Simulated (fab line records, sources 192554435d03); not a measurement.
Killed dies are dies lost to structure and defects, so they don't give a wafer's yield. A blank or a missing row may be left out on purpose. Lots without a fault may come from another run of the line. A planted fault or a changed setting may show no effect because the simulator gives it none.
One fault seen from 2 desks | flow n5_finfet | each desk has only its own numbers; what lay behind them comes last

THE METROLOGY DESK
What the gauges read, lot by lot, whatever tool the lot ran on: means of the sampled wafers that have a number. A lot is out of limits, marked OUT, if its mean lies more than 4 standard deviations from the usual mean; the brackets give that distance. Of its 12 readings 7 are shown: those that lie furthest out on some lot.
Columns: A = trench_depth_nm at N5_BEOL_M2_OCD_MEAS_38, usual 55.8 nm; B = DIBL_N at N5_BEOL_M4_RC_MEAS_101, usual 35.1 mV/V; C = IOFF_N at N5_BEOL_M4_RC_MEAS_101, usual 0.146 nA/um; D = IOFF_P at N5_BEOL_M4_RC_MEAS_101, usual 0.20 nA/um; E = SS_P at N5_BEOL_M4_RC_MEAS_101, usual 73.1 mV/dec; F = VT_N at N5_BEOL_M4_RC_MEAS_101, usual 250 mV; G = VT_P at N5_BEOL_M4_RC_MEAS_101, usual -251 mV
lot  | first seen here | A    | B    | C     | D    | E    | F   | G
L503 | day 7 17:17     | 56.0 | 34.2 | 0.134 | 0.20 | 73.0 | 251 | -250
L509 | day 8 16:32     | 54.2 | 37.1 | 0.200 | 0.25 | 74.3 | 244 | -246
L510 | day 8 16:54     | 54.8 | 34.6 | 0.151 | 0.21 | 73.7 | 250 | -248
L517 | day 10 20:52    | 56.6 | 33.8 | 0.138 | 0.21 | 72.9 | 250 | -249
L518 | day 11 00:40    | 56.0 | 33.7 | 0.114 | 0.16 | 72.6 | 254 | -254
L522 | day 11 16:49    | 55.9 | 33.5 | 0.140 | 0.21 | 72.4 | 251 | -248
L523 | day 12 03:02    | 55.9 | 34.6 | 0.138 | 0.17 | 72.8 | 252 | -254
L524 | day 12 18:42    | 56.2 | 33.2 | 0.110 | 0.16 | 72.2 | 254 | -254
This desk's finding: nothing out of limits on any of the 8 lots.

THE TOOL OWNER'S DESK: pvd_sputter-02
The tool's own readings at N5_BEOL_M2_HM_DEP_02 (deposits TiN, target thk 20 nm): means of the sampled wafers that have a number, for each lot that ran on this tool. A lot is out of limits, marked OUT, if its mean lies more than 4 standard deviations from the usual mean; the brackets give that distance.
Columns: A = substrate_temp_c at N5_BEOL_M2_HM_DEP_02, usual 24.98 C; B = throttle_valve_pct at N5_BEOL_M2_HM_DEP_02, usual 30.0 %
lot  | first seen here | A     | B
L503 | day 7 02:26     | 24.88 | 28.9
L509 | day 8 10:15     | 24.93 | 29.8
L510 | day 8 10:27     | 24.85 | 29.8
L524 | day 12 02:50    | 25.00 | 30.0
This desk's finding: nothing out of limits on any of the 4 lots.

PUT TOGETHER
The metrology desk saw nothing out of limits.
The tool owner's desk saw nothing out of limits.

WHAT THE SIMULATOR HAD PUT IN
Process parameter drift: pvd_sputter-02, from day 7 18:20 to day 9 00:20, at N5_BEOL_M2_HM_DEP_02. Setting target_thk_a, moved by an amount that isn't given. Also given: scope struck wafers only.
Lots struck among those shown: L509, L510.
